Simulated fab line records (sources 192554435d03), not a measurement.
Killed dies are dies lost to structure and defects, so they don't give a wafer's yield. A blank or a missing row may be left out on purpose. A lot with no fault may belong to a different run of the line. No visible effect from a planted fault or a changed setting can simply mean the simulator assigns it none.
A lot that was struck, set against a sound lot -- flow n5_finfet -- 37 steps out of a route of 1938
Sound: wafers L733.2, L733.3, L733.5. Struck: wafer L738.5 (L738.2, L738.6, from the same lot, were not struck and are left out); the cause is given at the end.
For every step that has rows: the tool of each side, followed by ch and its chambers, followed by its first start. Under that, the readings that differ: sound wafers -- struck wafers -- difference of the means -- sigmas: that difference in standard deviations of wafers without a fault.
alike: same words and numbers on both sides, and readings whose means sit less than 2 such deviations apart. not compared: any withheld reading, any reading some wafer has no value for, any bound like >300 that may hide the same value, and any number with overlapping values for which the record gives no deviation.
The two part at a step that has a row with sigmas, a row that says differs or no value, or rows on one side only. Numbers that have no deviation but don't overlap get no sigmas and don't part them. Lack of a reading on every wafer of one side parts them only where that side has two or more wafers.

first, 12 steps without rows for these wafers: N5_GATE_CUT_STRIP_38 (strips in N2/H2); N5_GATE_CUT_STRIP_39 (strips in N2/H2); N5_GATE_CUT_HM_OPEN_40 (chemistry C4F6/O2, target SiO2, target depth 139 nm, time 85.1 s); N5_GATE_CUT_STRIP_41 (strips in CF4); N5_GATE_CUT_STRIP_42 (strips in O2); N5_GATE_CUT_ETCH_19 (etches SiNx in CH3F/O2, target depth 53.7 nm, time 76.7 s); N5_GATE_CUT_CUT_ETCH_53 (etches W in SF6/Cl2, target depth 79.2 nm); N5_GATE_CUT_CUT_ETCH_54 (etches TiN in Cl2/BCl3, target depth 96.7 nm); N5_GATE_CUT_CUT_ETCH_55 (etches HfO2 in BCl3, target depth 3.2 nm); N5_GATE_CUT_ETCH_47 (etches SiO2 in Cl2/BCl3, target depth 10 nm); N5_GATE_CUT_VAPOR_ETCH_48 (etches TiN in BCl3/Cl2); N5_GATE_CUT_VAPOR_ETCH_49 (etches TiAlC in BCl3/Cl2).
N5_GATE_CUT_VAPOR_ETCH_51: etches HfO2 in BCl3/Cl2.
  sound on rie_metal-01 ch 0,1, day 8 14:26; struck on rie_metal-01 ch 0, day 9 17:57
  alike: drypump_motor_current_A, he_backside_leak_sccm, oes_product_au
then, 23 steps without rows for these wafers: N5_GATE_CUT_STRIP_21 (strips in N2/H2, time 30 s); N5_GATE_CUT_STRIP_29 (strips in post etch residue remover, time 60 s); N5_GATE_CUT_SRD_52 (time 30 s); N5_GATE_CUT_ALD_22 (deposits SiNx, target thk 16 nm, pulse time 1 s, ald cycles 320); N5_GATE_CUT_CMP_23 (polishes, stops on SiO2, t overpolish 23.4 s, target thk 16 nm); N5_GATE_CUT_CMP_43 (polishes SiO2); N5_GATE_CUT_CMP_61 (polishes, stops on SiNx, t overpolish 3 s); N5_MOL_CONTACT_COAG_COAT_103 (time 60 s, resist thk 80 nm); N5_MOL_CONTACT_COAG_COAT_104 (time 60 s, resist thk 12 nm); N5_MOL_CONTACT_COAG_COAT_58 (time 60 s, resist thk 10 nm); N5_MOL_CONTACT_COAG_COAT_02 (resist thk 30 nm); N5_MOL_CONTACT_COAG_EBR_04; N5_MOL_CONTACT_COAG_SOFTBAKE_03 (time 60 s); N5_MOL_CONTACT_COAG_EXPOSE_05 (exposes mask CA, defocus 0 nm); N5_MOL_CONTACT_COAG_PEB_06 (peb time 60 s); N5_MOL_CONTACT_COAG_DEVELOP_07 (develop time 30 s); N5_MOL_CONTACT_COAG_DESCUM_13 (chemistry O2, time 7 s); N5_MOL_CONTACT_COAG_ETCH_59 (etches underlayer in N2/H2, target depth 13 nm, time 10.4 s); N5_MOL_CONTACT_COAG_ETCH_105 (etches SiARC in CF4, target depth 15.6 nm, time 26 s); N5_MOL_CONTACT_COAG_ETCH_106 (etches SOC in N2/H2, target depth 80 nm, overetch 16 nm, time 120 s); N5_MOL_CONTACT_COAG_STRIP_107 (strips in N2/H2); N5_MOL_CONTACT_COAG_STRIP_108 (strips in N2/H2); N5_MOL_CONTACT_COAG_CONTACT_ETCH_14 (etches SiO2 in C4F6/O2, target depth 27.5 nm, overetch 8.5 nm, time 20 s).
-- record jumps: 9 days separate the struck wafers' starts on either side; left off in module MOL_CONTACT_COAG, taken up again in module PASSIVATION, whose first shown step is the route's number 1936 --
N5_PASSIVATION_PROBE_49:
  record: rows for the struck wafers here (prober-02, day 18 09:40), none for the sound ones

WHERE THEY PART
N5_PASSIVATION_PROBE_49 only, going by this record.

WHY: what had been put in by the simulator
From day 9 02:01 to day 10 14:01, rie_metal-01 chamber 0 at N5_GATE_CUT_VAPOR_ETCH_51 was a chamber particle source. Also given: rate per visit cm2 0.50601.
